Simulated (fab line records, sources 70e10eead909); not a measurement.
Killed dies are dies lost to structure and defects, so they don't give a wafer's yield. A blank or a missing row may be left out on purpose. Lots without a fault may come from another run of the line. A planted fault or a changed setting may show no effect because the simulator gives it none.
Problem report in the 8D (eight disciplines) form, filled by code | flow nand_harc | the parts of the form that need people (team, actions taken, sign-off) are left out

1. THE PROBLEM
killed_dies at NHARC_END_SORT_01 reads a mean of 677 on 1 wafer of 1 lot; wafers without a fault read 59 with a standard deviation of 17. That is +36 standard deviations from the usual mean.
First seen on wafer L735.6, day 29 14:11, on prober-02. The record holds 3 wafers of 1 lot with a number at this step. Rule for "out", or "out of limits": more than 4 standard deviations from the usual mean. The other wafers with a number count as sound.

2. WHAT IT IS AND WHAT IT IS NOT
question                    | is                           | is not
which readings at this step | killed_dies, killed_at_array | killed_at_other, killed_at_periphery, killed_open, killed_short
which lots                  | L735                         | -
which wafers of those lots  | L735.6                       | L735.3, L735.5
read on which gauges        | prober-02                    | -
when                        | from day 29 14:11            | up to then (2 sound wafers)

3. SUSPECTS, AND WHAT RULES EACH OUT
Counting: a tool at a process step up to the reading stays a suspect if it ran every lot that is out. Sound lots after the first of them don't rule it out here, since some wafers of a struck lot are sound.
- the gauge at NHARC_END_SORT_01: ruled out. All the wafers that are out were read on prober-02, but those of them that NHARC_A_WL_FILL_ETCHBACK_26 has rows for are out there too, on other tools.
- acl_dep-01 at NHARC_A_SLIT_DEP_00 (deposits aC, target thk 6200 nm): kept. It ran the lot that is out, L735 (day 24 16:01).
- cvd_w-02 at NHARC_A_WL_FILL_CVD_03 (deposits W, target thk 40 nm, time 279 s): kept. It ran the lot that is out, L735 (day 25 09:33).
- rie_si-05 at NHARC_A_WL_FILL_ETCHBACK_26 (etches the open film in HBr, target depth 52 nm, time 13.3 s): kept. It ran the lot that is out, L735 (day 26 04:05). Its own readings are out on those wafers: run_length_s.
- cvd_w-02 at NHARC_A_WL_FILL_CVD_20 (deposits W, target thk 100 nm, time 74 s): kept. It ran the lot that is out, L735 (day 29 11:46). NHARC_A_WL_FILL_CVD_20 gives no start for some lots, so the hours and the order of its lots are those of NHARC_END_SORT_01.
- Within rie_si-05 at NHARC_A_WL_FILL_ETCHBACK_26: the wafers that are out ran in chamber 0; their sound lot-mates ran in chambers 2, 3.
Left after counting: acl_dep-01 at NHARC_A_SLIT_DEP_00, cvd_w-02 at NHARC_A_WL_FILL_CVD_03, rie_si-05 at NHARC_A_WL_FILL_ETCHBACK_26, cvd_w-02 at NHARC_A_WL_FILL_CVD_20.

4. THE CAUSE (what the simulator had put in)
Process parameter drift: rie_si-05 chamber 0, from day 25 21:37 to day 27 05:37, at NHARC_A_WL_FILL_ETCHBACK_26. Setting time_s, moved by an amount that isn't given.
Counting left 4 suspects, and this tool is among them.

5. THE CHAIN OF EFFECTS, in route order
Each row: a reading whose mean over the struck wafers that have a number lies more than 3 standard deviations from the usual. Only readings for which the record gives a usual standard deviation are gone through. hours: the time from each lot's start at the first step in this table that gives one to its start at this step, as a median over the lots. sigmas: the change in usual standard deviations.
hours | step                        | reading         | usual   | on struck wafers | change | sigmas
0     | NHARC_A_WL_FILL_ETCHBACK_26 | run_length_s    | 34.53 s | 26.83            | -7.70  | -29
82    | NHARC_END_SORT_01           | killed_at_array | 55      | 672              | +617   | +36
82    | NHARC_END_SORT_01           | killed_dies     | 59      | 677              | +618   | +36
The process steps in it:
- NHARC_A_WL_FILL_ETCHBACK_26: etches the open film in HBr, target depth 52 nm, time 13.3 s.

6. WHAT WOULD HAVE CAUGHT IT SOONER
In this record the first reading out of limits at a measuring or inspecting step was taken at day 29 14:11, 89 hours after the fault began at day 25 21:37.
The tool's own readings at NHARC_A_WL_FILL_ETCHBACK_26 were out on every struck wafer that the step has a row for (run_length_s): an alarm limit on them would have fired on the first of those.
All the lots that are out (1) had begun NHARC_A_WL_FILL_ETCHBACK_26 on rie_si-05 by day 29 14:11. A hold on the tool at that time would have spared none of them.
